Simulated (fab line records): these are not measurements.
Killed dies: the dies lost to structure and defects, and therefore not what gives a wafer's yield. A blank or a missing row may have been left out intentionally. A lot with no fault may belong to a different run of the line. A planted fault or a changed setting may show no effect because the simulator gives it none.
Chamber matching | flow nandHarc | rieDiel-12 running NHARC_A_BLC_DESCUM_15: 4 sister chambers
The step chemistry O2, time 3 s. 18 wafers are shown with their chamber, then 9 later ones without.

== EACH WAFER AND ITS CHAMBER ==
wafer  | chamber | showerheadPlenumPTorr (Torr) | drypumpMotorCurrentA (A) | rfVppV (V)
L074.3 | 2       | 1.78                         | 6.3                      | 57.3
L074.4 | 3       | 1.92                         | 6.5                      | 59.5
L074.6 | 3       | 1.92                         | 6.5                      | 58.0
L075.3 | 3       | 1.92                         | 6.5                      | 58.1
L075.4 | 2       | 1.78                         | 6.3                      | 56.7
L075.5 | 0       | 2.01                         | 6.2                      | 58.9
L080.1 | 1       | 1.87                         | 5.7                      | 56.8
L080.4 | 0       | 2.01                         | 6.2                      | 57.4
L080.5 | 3       | 1.92                         | 6.5                      | 55.8
L084.1 | 3       | 1.92                         | 6.5                      | 57.0
L084.5 | 3       | 1.92                         | 6.5                      | 57.5
L084.6 | 0       | 2.00                         | 6.3                      | 59.1
L086.3 | 2       | 1.78                         | 6.3                      | 57.1
L086.4 | 0       | 2.00                         | 6.2                      | 59.7
L086.6 | 2       | 1.78                         | 6.3                      | 58.2
L087.2 | 1       | 1.87                         | 5.7                      | 56.8
L087.4 | 0       | 2.00                         | 6.2                      | 59.2
L087.6 | 3       | 1.92                         | 6.5                      | 57.9

SIGNATURES (means of the wafers above)
reading               | chamber 0 | chamber 1 | chamber 2 | chamber 3 | scatter within a chamber
showerheadPlenumPTorr | 2.0040    | 1.8700    | 1.7800    | 1.9200    | 0.00293
drypumpMotorCurrentA  | 6.220     | 5.700     | 6.300     | 6.500     | 0.0239
rfVppV                | 58.860    | 56.800    | 57.325    | 57.686    | 0.921
Rule: for a wafer and a chamber, the distance is found by dividing, reading by reading, the gap between the wafer's reading and the chamber's mean by the reading's scatter, squaring, summing and taking the root. The wafer belongs to the nearest chamber; if the next one is less than 2 further off, it can't be placed. The scatter is the square root of a quotient: the sum, over the shown wafers, of each reading's squared deviation from its chamber's mean, divided by wafers minus chambers.

== WAFERS WITH NO CHAMBER GIVEN ==
wafer  | showerheadPlenumPTorr (Torr) | drypumpMotorCurrentA (A) | rfVppV (V)
L091.2 | 1.92                         | 6.5                      | 56.2
L091.3 | 1.78                         | 6.3                      | 56.7
L091.5 | 1.78                         | 6.3                      | 56.2
L093.4 | 1.78                         | 6.3                      | 58.4
L093.5 | 1.78                         | 6.3                      | 56.9
L093.6 | 1.92                         | 6.5                      | 57.2
L095.1 | 1.92                         | 6.5                      | 57.1
L095.2 | 2.00                         | 6.2                      | 57.4
L095.6 | 2.00                         | 6.2                      | 58.2

== EACH ONE'S CHAMBER ==
wafer  | from the rows above | in truth
L091.2 | 3                   | 3
L091.3 | 2                   | 2
L091.5 | 2                   | 2
L093.4 | 2                   | 2
L093.5 | 2                   | 2
L093.6 | 3                   | 3
L095.1 | 3                   | 3
L095.2 | 0                   | 0
L095.6 | 0                   | 0
9 of 9 placed correctly. Can't be placed from these rows: 0. Number placed wrongly: 0.
